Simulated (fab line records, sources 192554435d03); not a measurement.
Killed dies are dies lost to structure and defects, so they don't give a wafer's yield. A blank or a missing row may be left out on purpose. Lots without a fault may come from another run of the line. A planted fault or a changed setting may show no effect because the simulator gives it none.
A struck lot beside a sound one | flow n5_finfet | 14 steps out of a route of 1938
Sound: wafers L284.2, L284.5, L284.6. Struck: wafers L288.1, L288.2, L288.6. The cause comes at the end.
At each step with rows: each side's tool, then ch and its chambers, then its first start. Under that, the readings that differ: sound wafers | struck wafers | difference of the means | sigmas: that difference in standard deviations of wafers without a fault.
alike: readings whose means differ by less than 2 such deviations, and words and numbers that are the same on both sides. not compared: withheld readings, readings that some wafer has no value for, bounds like >300 that may hide the same value, and numbers for which the record gives no deviation and whose values overlap.
The two part at a step that has a row with sigmas, a row that says differs or no value, or rows on one side only. Numbers that don't overlap but have no deviation are shown without sigmas and don't part them. A reading that every wafer of one side lacks parts them only if that side has two wafers or more.

N5_BEOL_M7_RS_MEAS_57: measures by four-point-probe.
  sound on film_metro-02, day 10 23:27; struck on film_metro-02, day 12 03:00
  alike: M7_RS
N5_BEOL_M7_INSPECT_58: inspects for defects (darkfield).
  sound on defect_inspect-02, day 10 23:29; struck on defect_inspect-02, day 12 03:01
  alike: raw_defect_count
N5_BEOL_M8_ILD_DEP_00: deposits SiCOH lowk from DEMS/porogen, target thk 179.75 nm, time 33.4 s.
  sound on pecvd-02 ch 0,2, day 10 23:31; struck on pecvd-01 ch 1,2, day 12 03:04
  alike: heater_power_w, showerhead_plenum_p_Torr, susceptor_temp_C, throttle_valve_pct
N5_BEOL_M8_CURE_74: cures SiCOH lowk, time 240 s.
  sound on uv_cure-02 ch 2, day 10 23:41; struck on uv_cure-01 ch 1, day 12 03:23
  alike: lamp_power_pct, wafer_temp_C_max
N5_BEOL_M8_THK_MEAS_01:
  sound on film_metro-01, day 11 00:07; struck on film_metro-02, day 12 03:55
  alike: M8_ILD_THK
N5_BEOL_M8_PECVD_70: deposits SiO2 from TEOS/O2, target thk 20 nm, time 22.7 s.
  sound on pecvd-02 ch 0,2, day 11 00:09; struck on pecvd-01 ch 0,1,2, day 12 03:56
  alike: heater_power_w, showerhead_plenum_p_Torr, susceptor_temp_C, throttle_valve_pct
N5_BEOL_M8_HM_DEP_02: deposits TiN, target thk 20 nm.
  sound on pvd_sputter-01, day 11 01:29; struck on pvd_sputter-03, day 12 05:41
  alike: susceptor_temp_C, throttle_valve_pct
then, 5 steps without rows for these wafers: N5_BEOL_M8_COAT_59 (time 60 s, resist thk 100 nm); N5_BEOL_M8_COAT_60 (time 60 s, resist thk 35 nm); N5_BEOL_M8_COAT_05 (resist thk 90 nm); N5_BEOL_M8_EBR_07; N5_BEOL_M8_SOFTBAKE_06 (time 60 s).
N5_BEOL_M8_EXPOSE_08: exposes mask M8.
  sound on arfi_scanner-01 ch 0, day 11 01:52; struck on arfi_scanner-01 ch 0, day 12 05:56
  reading              | sound             | struck            | difference | sigmas
  exposure_dose_mJ_cm2 | 68.27 68.34 68.20 | 67.33 67.34 67.33 | -0.94      | -11
  alike: mask
then, 1 step without rows for these wafers: N5_BEOL_M8_PEB_09 (peb time 60 s).

WHERE THEY PART
Only at N5_BEOL_M8_EXPOSE_08, within this record.

WHY: what the simulator had put in
Process parameter drift: arfi_scanner-01, from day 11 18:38 on, at N5_BEOL_M8_EXPOSE_08. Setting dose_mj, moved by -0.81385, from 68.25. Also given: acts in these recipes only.
